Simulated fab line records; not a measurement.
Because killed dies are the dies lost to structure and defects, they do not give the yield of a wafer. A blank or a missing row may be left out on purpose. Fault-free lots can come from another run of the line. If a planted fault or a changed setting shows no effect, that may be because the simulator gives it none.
The tool behind it: which one? || flow nandHarc || 12 lots, 36 wafers sampled, at 5 steps of a route of 1159

WHAT THE GAUGES READ, wafer by wafer
NHARC_A_CHANNEL_HOLE_D1_CD_MEAS_18. Usual: 99.7 nm for cdNm, sd 2.1.
{"lot": "L999", "measured": "day 8 21:14", "on": "cdSem-02", "cdNm (nm)": "103.7 100.9 99.9", "flag": ""}
{"lot": "L102", "measured": "day 9 00:59", "on": "cdSem-03", "cdNm (nm)": "101.5 100.7 102.8", "flag": ""}
{"lot": "L101", "measured": "day 9 01:56", "on": "cdSem-02", "cdNm (nm)": "98.1 103.5 96.6", "flag": ""}
{"lot": "L104", "measured": "day 9 19:49", "on": "cdSem-02", "cdNm (nm)": "103.9 101.9 99.4", "flag": ""}
{"lot": "L105", "measured": "day 10 05:23", "on": "cdSem-03", "cdNm (nm)": "102.4 100.3 100.9", "flag": ""}
{"lot": "L107", "measured": "day 10 12:37", "on": "cdSem-03", "cdNm (nm)": "99.1 97.9 101.5", "flag": ""}
{"lot": "L110", "measured": "day 11 13:18", "on": "cdSem-01", "cdNm (nm)": "98.7 99.1 98.8", "flag": ""}
{"lot": "L116", "measured": "day 12 21:08", "on": "cdSem-03", "cdNm (nm)": "101.7 100.2 97.8", "flag": ""}
{"lot": "L117", "measured": "day 13 07:23", "on": "cdSem-01", "cdNm (nm)": "97.8 100.4 100.4", "flag": ""}
{"lot": "L119", "measured": "day 13 09:10", "on": "cdSem-03", "cdNm (nm)": "98.9 99.9 102.2", "flag": ""}
{"lot": "L120", "measured": "day 14 04:25", "on": "cdSem-01", "cdNm (nm)": "100.1 96.0 99.1", "flag": ""}
{"lot": "L121", "measured": "day 14 04:39", "on": "cdSem-02", "cdNm (nm)": "101.1 98.7 97.7", "flag": ""}

NHARC_END_SORT_01. Usual: killedAtArray 27, standard deviation 11; killedAtOther 0.6, standard deviation 1; killedAtPeriphery 3.0, standard deviation 2.1; killedDies 31, standard deviation 12; killedOpen 3.2, standard deviation 1.7; killedShort 1.7, standard deviation 1.4.
{"lot": "L117", "measured": "day 24 14:32", "on": "prober-02", "killedAtArray": "674 673 675", "killedAtOther": "0 0 0", "killedAtPeriphery": "3 4 2", "killedDies": "677 677 677", "killedOpen": "2 6 3", "killedShort": "3 2 1", "flag": "OFF"}
{"lot": "L119", "measured": "day 25 01:40", "on": "prober-01", "killedAtArray": "675 672 671", "killedAtOther": "0 0 0", "killedAtPeriphery": "2 5 6", "killedDies": "677 677 677", "killedOpen": "2 5 3", "killedShort": "0 1 0", "flag": "OFF"}

WHICH TOOL RAN EACH LOT (tool, then ch and the chambers of the sampled wafers, then the start)
{"lot": "L999", "NHARC_A_CHANNEL_HOLE_D1_ETCH_34": "rieDiel-09 ch 1,2, day 8 21:14 or earlier", "NHARC_A_CHANNEL_HOLE_D1_ETCH_21": "harEtch-02 ch 0,1, day 8 21:52", "NHARC_A_CHANNEL_HOLE_D1_ETCH_44": "rieDiel-04 ch 0,2, day 9 02:33"}
{"lot": "L102", "NHARC_A_CHANNEL_HOLE_D1_ETCH_34": "rieDiel-10 ch 1,2,3, day 9 00:59 or earlier", "NHARC_A_CHANNEL_HOLE_D1_ETCH_21": "harEtch-01 ch 0,1, day 9 03:24", "NHARC_A_CHANNEL_HOLE_D1_ETCH_44": "rieDiel-10 ch 1,2,3, day 9 07:41"}
{"lot": "L101", "NHARC_A_CHANNEL_HOLE_D1_ETCH_34": "rieDiel-04 ch 0,2, day 9 01:56 or earlier", "NHARC_A_CHANNEL_HOLE_D1_ETCH_21": "harEtch-02 ch 0,1, day 9 03:33", "NHARC_A_CHANNEL_HOLE_D1_ETCH_44": "rieDiel-04 ch 0,1,2, day 9 07:53"}
{"lot": "L104", "NHARC_A_CHANNEL_HOLE_D1_ETCH_34": "rieDiel-09 ch 1,3, day 9 19:49 or earlier", "NHARC_A_CHANNEL_HOLE_D1_ETCH_21": "harEtch-02 ch 0, day 9 20:24", "NHARC_A_CHANNEL_HOLE_D1_ETCH_44": "rieDiel-04 ch 0,1,2, day 10 00:37"}
{"lot": "L105", "NHARC_A_CHANNEL_HOLE_D1_ETCH_34": "rieDiel-09 ch 0,1,3, day 10 05:23 or earlier", "NHARC_A_CHANNEL_HOLE_D1_ETCH_21": "harEtch-01 ch 0,1, day 10 06:07", "NHARC_A_CHANNEL_HOLE_D1_ETCH_44": "rieDiel-10 ch 0,1,2, day 10 10:11"}
{"lot": "L107", "NHARC_A_CHANNEL_HOLE_D1_ETCH_34": "rieDiel-10 ch 0,1,2, day 10 12:37 or earlier", "NHARC_A_CHANNEL_HOLE_D1_ETCH_21": "harEtch-01 ch 0,1, day 10 13:11", "NHARC_A_CHANNEL_HOLE_D1_ETCH_44": "rieDiel-04 ch 0,1,2, day 10 17:25"}
{"lot": "L110", "NHARC_A_CHANNEL_HOLE_D1_ETCH_34": "rieDiel-04 ch 0,2, day 11 13:18 or earlier", "NHARC_A_CHANNEL_HOLE_D1_ETCH_21": "harEtch-01 ch 0,1, day 11 17:13", "NHARC_A_CHANNEL_HOLE_D1_ETCH_44": "rieDiel-04 ch 1,2, day 11 21:25"}
{"lot": "L116", "NHARC_A_CHANNEL_HOLE_D1_ETCH_34": "rieDiel-09 ch 1,2, day 12 21:08 or earlier", "NHARC_A_CHANNEL_HOLE_D1_ETCH_21": "harEtch-01 ch 0,1, day 12 21:38", "NHARC_A_CHANNEL_HOLE_D1_ETCH_44": "rieDiel-10 ch 0,1,3, day 13 01:56"}
{"lot": "L117", "NHARC_A_CHANNEL_HOLE_D1_ETCH_34": "rieDiel-09 ch 0,2,3, day 13 07:23 or earlier", "NHARC_A_CHANNEL_HOLE_D1_ETCH_21": "harEtch-02 ch 0,1, day 13 07:53", "NHARC_A_CHANNEL_HOLE_D1_ETCH_44": "rieDiel-04 ch 0,2,3, day 13 12:12"}
{"lot": "L119", "NHARC_A_CHANNEL_HOLE_D1_ETCH_34": "rieDiel-09 ch 0,1, day 13 09:10 or earlier", "NHARC_A_CHANNEL_HOLE_D1_ETCH_21": "harEtch-02 ch 0,1, day 13 12:04", "NHARC_A_CHANNEL_HOLE_D1_ETCH_44": "rieDiel-04 ch 1,2, day 13 16:23"}
{"lot": "L120", "NHARC_A_CHANNEL_HOLE_D1_ETCH_34": "rieDiel-09 ch 0,1,2, day 14 04:25 or earlier", "NHARC_A_CHANNEL_HOLE_D1_ETCH_21": "harEtch-02 ch 1, day 14 05:00", "NHARC_A_CHANNEL_HOLE_D1_ETCH_44": "rieDiel-09 ch 1,2, day 14 09:14"}
{"lot": "L121", "NHARC_A_CHANNEL_HOLE_D1_ETCH_34": "rieDiel-10 ch 0,1,2, day 14 04:39 or earlier", "NHARC_A_CHANNEL_HOLE_D1_ETCH_21": "harEtch-02 ch 0,1, day 14 09:06", "NHARC_A_CHANNEL_HOLE_D1_ETCH_44": "rieDiel-09 ch 0,1, day 14 13:23"}
- NHARC_A_CHANNEL_HOLE_D1_ETCH_34: etches the open film in CF4/CHF3, target depth 154 nm, time 77 s.
- NHARC_A_CHANNEL_HOLE_D1_ETCH_21: etches the open film in C4F8/O2/Ar, time 514.3 s, target depth 1600 nm.
- NHARC_A_CHANNEL_HOLE_D1_ETCH_44: etches the open film in CF4/O2, target depth 140 nm, overetch 14 nm, time 77 s.

AS READ BY THE TOOLS THEMSELVES (means over the sampled wafers that have a number; for cases with no such wafer, the mark the record gives instead)
NHARC_A_CHANNEL_HOLE_D1_ETCH_34. Usual: drypumpMotorCurrentA 5.9 A, standard deviation 0.41; oesProductAu 0.951 a.u., standard deviation 0.024; rfVppV 370.2 V, standard deviation 2.3; runLengthS 98.4 s, standard deviation 0.41; showerheadPlenumPTorr 1.56 Torr, standard deviation 0.067; throttleValvePct 16.803 %, standard deviation 0.0096.
{"lot": "L999", "tool": "rieDiel-09", "drypumpMotorCurrentA (A)": 6.2, "oesProductAu (a.u.)": 0.912, "rfVppV (V)": 367.7, "runLengthS (s)": 97.9, "showerheadPlenumPTorr (Torr)": 1.51, "throttleValvePct (%)": 16.815, "flag": ""}
{"lot": "L102", "tool": "rieDiel-10", "drypumpMotorCurrentA (A)": 5.7, "oesProductAu (a.u.)": 0.971, "rfVppV (V)": 371.7, "runLengthS (s)": 98.5, "showerheadPlenumPTorr (Torr)": 1.59, "throttleValvePct (%)": 16.800, "flag": ""}
{"lot": "L101", "tool": "rieDiel-04", "drypumpMotorCurrentA (A)": 5.9, "oesProductAu (a.u.)": 0.929, "rfVppV (V)": 369.0, "runLengthS (s)": 98.5, "showerheadPlenumPTorr (Torr)": 1.52, "throttleValvePct (%)": 16.810, "flag": ""}
{"lot": "L104", "tool": "rieDiel-09", "drypumpMotorCurrentA (A)": 6.2, "oesProductAu (a.u.)": 0.912, "rfVppV (V)": 367.5, "runLengthS (s)": 98.0, "showerheadPlenumPTorr (Torr)": 1.51, "throttleValvePct (%)": 16.811, "flag": ""}
{"lot": "L105", "tool": "rieDiel-09", "drypumpMotorCurrentA (A)": 6.2, "oesProductAu (a.u.)": 0.964, "rfVppV (V)": 368.2, "runLengthS (s)": 98.3, "showerheadPlenumPTorr (Torr)": 1.52, "throttleValvePct (%)": 16.800, "flag": ""}
{"lot": "L107", "tool": "rieDiel-10", "drypumpMotorCurrentA (A)": 5.7, "oesProductAu (a.u.)": 0.976, "rfVppV (V)": 373.1, "runLengthS (s)": 98.6, "showerheadPlenumPTorr (Torr)": 1.65, "throttleValvePct (%)": 16.791, "flag": ""}
{"lot": "L110", "tool": "rieDiel-04", "drypumpMotorCurrentA (A)": 5.9, "oesProductAu (a.u.)": 0.926, "rfVppV (V)": 369.6, "runLengthS (s)": 98.1, "showerheadPlenumPTorr (Torr)": 1.53, "throttleValvePct (%)": 16.801, "flag": ""}
{"lot": "L116", "tool": "rieDiel-09", "drypumpMotorCurrentA (A)": 6.0, "oesProductAu (a.u.)": 0.961, "rfVppV (V)": 369.6, "runLengthS (s)": 98.5, "showerheadPlenumPTorr (Torr)": 1.54, "throttleValvePct (%)": 16.796, "flag": ""}
{"lot": "L117", "tool": "rieDiel-09", "drypumpMotorCurrentA (A)": 5.9, "oesProductAu (a.u.)": 0.974, "rfVppV (V)": 368.7, "runLengthS (s)": 98.4, "showerheadPlenumPTorr (Torr)": 1.55, "throttleValvePct (%)": 16.805, "flag": ""}
{"lot": "L119", "tool": "rieDiel-09", "drypumpMotorCurrentA (A)": 6.3, "oesProductAu (a.u.)": 0.980, "rfVppV (V)": 368.8, "runLengthS (s)": 98.0, "showerheadPlenumPTorr (Torr)": 1.51, "throttleValvePct (%)": 16.806, "flag": ""}
{"lot": "L120", "tool": "rieDiel-09", "drypumpMotorCurrentA (A)": 6.1, "oesProductAu (a.u.)": 0.960, "rfVppV (V)": 369.6, "runLengthS (s)": 98.1, "showerheadPlenumPTorr (Torr)": 1.53, "throttleValvePct (%)": 16.806, "flag": ""}
{"lot": "L121", "tool": "rieDiel-10", "drypumpMotorCurrentA (A)": 5.7, "oesProductAu (a.u.)": 0.926, "rfVppV (V)": 372.2, "runLengthS (s)": 98.4, "showerheadPlenumPTorr (Torr)": 1.65, "throttleValvePct (%)": 16.796, "flag": ""}

NHARC_A_CHANNEL_HOLE_D1_ETCH_21. Usual: drypumpMotorCurrentA 5.78 A, standard deviation 0.08; escClampCurrentUA 0.02123, standard deviation 0.00028; showerheadPlenumPTorr 3.74 Torr, standard deviation 0.11; throttleValvePct 32.154 %, standard deviation 0.0085.
{"lot": "L999", "tool": "harEtch-02", "drypumpMotorCurrentA (A)": 5.78, "escClampCurrentUA": 0.02135, "showerheadPlenumPTorr (Torr)": 3.74, "throttleValvePct (%)": 32.157, "flag": ""}
{"lot": "L102", "tool": "harEtch-01", "drypumpMotorCurrentA (A)": 5.71, "escClampCurrentUA": 0.02123, "showerheadPlenumPTorr (Torr)": 3.82, "throttleValvePct (%)": 32.151, "flag": ""}
{"lot": "L101", "tool": "harEtch-02", "drypumpMotorCurrentA (A)": 5.79, "escClampCurrentUA": 0.02141, "showerheadPlenumPTorr (Torr)": 3.73, "throttleValvePct (%)": 32.155, "flag": ""}
{"lot": "L104", "tool": "harEtch-02", "drypumpMotorCurrentA (A)": 5.87, "escClampCurrentUA": 0.02104, "showerheadPlenumPTorr (Torr)": 3.58, "throttleValvePct (%)": 32.148, "flag": ""}
{"lot": "L105", "tool": "harEtch-01", "drypumpMotorCurrentA (A)": 5.71, "escClampCurrentUA": 0.02122, "showerheadPlenumPTorr (Torr)": 3.82, "throttleValvePct (%)": 32.162, "flag": ""}
{"lot": "L107", "tool": "harEtch-01", "drypumpMotorCurrentA (A)": 5.77, "escClampCurrentUA": 0.02107, "showerheadPlenumPTorr (Torr)": 3.81, "throttleValvePct (%)": 32.150, "flag": ""}
{"lot": "L110", "tool": "harEtch-01", "drypumpMotorCurrentA (A)": 5.76, "escClampCurrentUA": 0.02104, "showerheadPlenumPTorr (Torr)": 3.81, "throttleValvePct (%)": 32.157, "flag": ""}
{"lot": "L116", "tool": "harEtch-01", "drypumpMotorCurrentA (A)": 5.74, "escClampCurrentUA": 0.02108, "showerheadPlenumPTorr (Torr)": 3.80, "throttleValvePct (%)": 32.149, "flag": ""}
{"lot": "L117", "tool": "harEtch-02", "drypumpMotorCurrentA (A)": 5.79, "escClampCurrentUA": 0.02144, "showerheadPlenumPTorr (Torr)": 3.71, "throttleValvePct (%)": 32.155, "flag": ""}
{"lot": "L119", "tool": "harEtch-02", "drypumpMotorCurrentA (A)": 5.80, "escClampCurrentUA": 0.02145, "showerheadPlenumPTorr (Torr)": 3.71, "throttleValvePct (%)": 32.155, "flag": ""}
{"lot": "L120", "tool": "harEtch-02", "drypumpMotorCurrentA (A)": 5.75, "escClampCurrentUA": 0.02161, "showerheadPlenumPTorr (Torr)": 3.78, "throttleValvePct (%)": 32.155, "flag": ""}
{"lot": "L121", "tool": "harEtch-02", "drypumpMotorCurrentA (A)": 5.79, "escClampCurrentUA": 0.02145, "showerheadPlenumPTorr (Torr)": 3.70, "throttleValvePct (%)": 32.154, "flag": ""}

NHARC_A_CHANNEL_HOLE_D1_ETCH_44. Usual: drypumpMotorCurrentA 5.9 A, standard deviation 0.46; oesProductAu 1.003 a.u., standard deviation 0.0092; rfVppV 197.5 V, standard deviation 1.4; runLengthS 98.3 s, standard deviation 0.44; showerheadPlenumPTorr 1.32 Torr, standard deviation 0.057; throttleValvePct 13.397 %, standard deviation 0.0098.
{"lot": "L999", "tool": "rieDiel-04", "drypumpMotorCurrentA (A)": 5.9, "oesProductAu (a.u.)": 1.005, "rfVppV (V)": 196.3, "runLengthS (s)": 98.5, "showerheadPlenumPTorr (Torr)": 1.28, "throttleValvePct (%)": 13.401, "flag": ""}
{"lot": "L102", "tool": "rieDiel-10", "drypumpMotorCurrentA (A)": 5.7, "oesProductAu (a.u.)": 1.012, "rfVppV (V)": 197.9, "runLengthS (s)": 98.3, "showerheadPlenumPTorr (Torr)": 1.35, "throttleValvePct (%)": 13.396, "flag": ""}
{"lot": "L101", "tool": "rieDiel-04", "drypumpMotorCurrentA (A)": 6.1, "oesProductAu (a.u.)": 0.996, "rfVppV (V)": 196.6, "runLengthS (s)": 98.0, "showerheadPlenumPTorr (Torr)": 1.28, "throttleValvePct (%)": 13.403, "flag": ""}
{"lot": "L104", "tool": "rieDiel-04", "drypumpMotorCurrentA (A)": 6.1, "oesProductAu (a.u.)": 0.994, "rfVppV (V)": 196.6, "runLengthS (s)": 98.5, "showerheadPlenumPTorr (Torr)": 1.28, "throttleValvePct (%)": 13.398, "flag": ""}
{"lot": "L105", "tool": "rieDiel-10", "drypumpMotorCurrentA (A)": 5.7, "oesProductAu (a.u.)": 1.009, "rfVppV (V)": 199.4, "runLengthS (s)": 98.7, "showerheadPlenumPTorr (Torr)": 1.40, "throttleValvePct (%)": 13.398, "flag": ""}
{"lot": "L107", "tool": "rieDiel-04", "drypumpMotorCurrentA (A)": 6.1, "oesProductAu (a.u.)": 1.003, "rfVppV (V)": 196.9, "runLengthS (s)": 97.9, "showerheadPlenumPTorr (Torr)": 1.28, "throttleValvePct (%)": 13.391, "flag": ""}
{"lot": "L110", "tool": "rieDiel-04", "drypumpMotorCurrentA (A)": 6.0, "oesProductAu (a.u.)": 0.999, "rfVppV (V)": 196.7, "runLengthS (s)": 98.5, "showerheadPlenumPTorr (Torr)": 1.26, "throttleValvePct (%)": 13.398, "flag": ""}
{"lot": "L116", "tool": "rieDiel-10", "drypumpMotorCurrentA (A)": 6.0, "oesProductAu (a.u.)": 1.004, "rfVppV (V)": 197.7, "runLengthS (s)": 98.5, "showerheadPlenumPTorr (Torr)": 1.35, "throttleValvePct (%)": 13.398, "flag": ""}
{"lot": "L117", "tool": "rieDiel-04", "drypumpMotorCurrentA (A)": 5.6, "oesProductAu (a.u.)": 0.996, "rfVppV (V)": 197.7, "runLengthS (s)": 86.5, "showerheadPlenumPTorr (Torr)": 1.30, "throttleValvePct (%)": 13.403, "flag": "OFF"}
{"lot": "L119", "tool": "rieDiel-04", "drypumpMotorCurrentA (A)": 6.2, "oesProductAu (a.u.)": 0.994, "rfVppV (V)": 196.3, "runLengthS (s)": 86.2, "showerheadPlenumPTorr (Torr)": 1.26, "throttleValvePct (%)": 13.391, "flag": "OFF"}
{"lot": "L120", "tool": "rieDiel-09", "drypumpMotorCurrentA (A)": 6.0, "oesProductAu (a.u.)": 1.009, "rfVppV (V)": 196.9, "runLengthS (s)": 98.2, "showerheadPlenumPTorr (Torr)": 1.30, "throttleValvePct (%)": 13.396, "flag": ""}
{"lot": "L121", "tool": "rieDiel-09", "drypumpMotorCurrentA (A)": 6.4, "oesProductAu (a.u.)": 1.010, "rfVppV (V)": 197.1, "runLengthS (s)": 97.9, "showerheadPlenumPTorr (Torr)": 1.27, "throttleValvePct (%)": 13.393, "flag": ""}

THE ANSWER, worked out from the rows above alone
Rule: a lot counts as off when the mean over its wafers that have a number is more than 3 standard deviations away from the usual mean. A lot without any number at a reading at which 4 lots or more have one is off too. Any other lot the step has rows for is counted as sound. First the gauges in route order, then the tools' own readings, where a lot's mean is used as printed above. The first step at which some lot is off is used, and at that step the reading that is off furthest; a lot without a number counts as furthest.
Off at NHARC_END_SORT_01 (killedAtArray): L117, L119. Neither off nor sound, because the step has no rows for them: L999, L102, L101, L104, L105, L107, L110, L116, L120, L121.
A tool fits if, at a process step before that reading, it ran every lot that is off, and no sound lot after the first of them. The gauges at NHARC_END_SORT_01 aren't tried: what is off there is off at NHARC_A_CHANNEL_HOLE_D1_ETCH_44 too, on other tools, and a gauge's error can't cause that. NHARC_A_CHANNEL_HOLE_D1_ETCH_34 gives no start for some lots, so the hours and the order of its lots are those of NHARC_A_CHANNEL_HOLE_D1_CD_MEAS_18. Can't be told from this: 3 tools fit, rieDiel-09 at NHARC_A_CHANNEL_HOLE_D1_ETCH_34, harEtch-02 at NHARC_A_CHANNEL_HOLE_D1_ETCH_21, rieDiel-04 at NHARC_A_CHANNEL_HOLE_D1_ETCH_44.

WHAT HAD BEEN PUT IN BY THE SIMULATOR
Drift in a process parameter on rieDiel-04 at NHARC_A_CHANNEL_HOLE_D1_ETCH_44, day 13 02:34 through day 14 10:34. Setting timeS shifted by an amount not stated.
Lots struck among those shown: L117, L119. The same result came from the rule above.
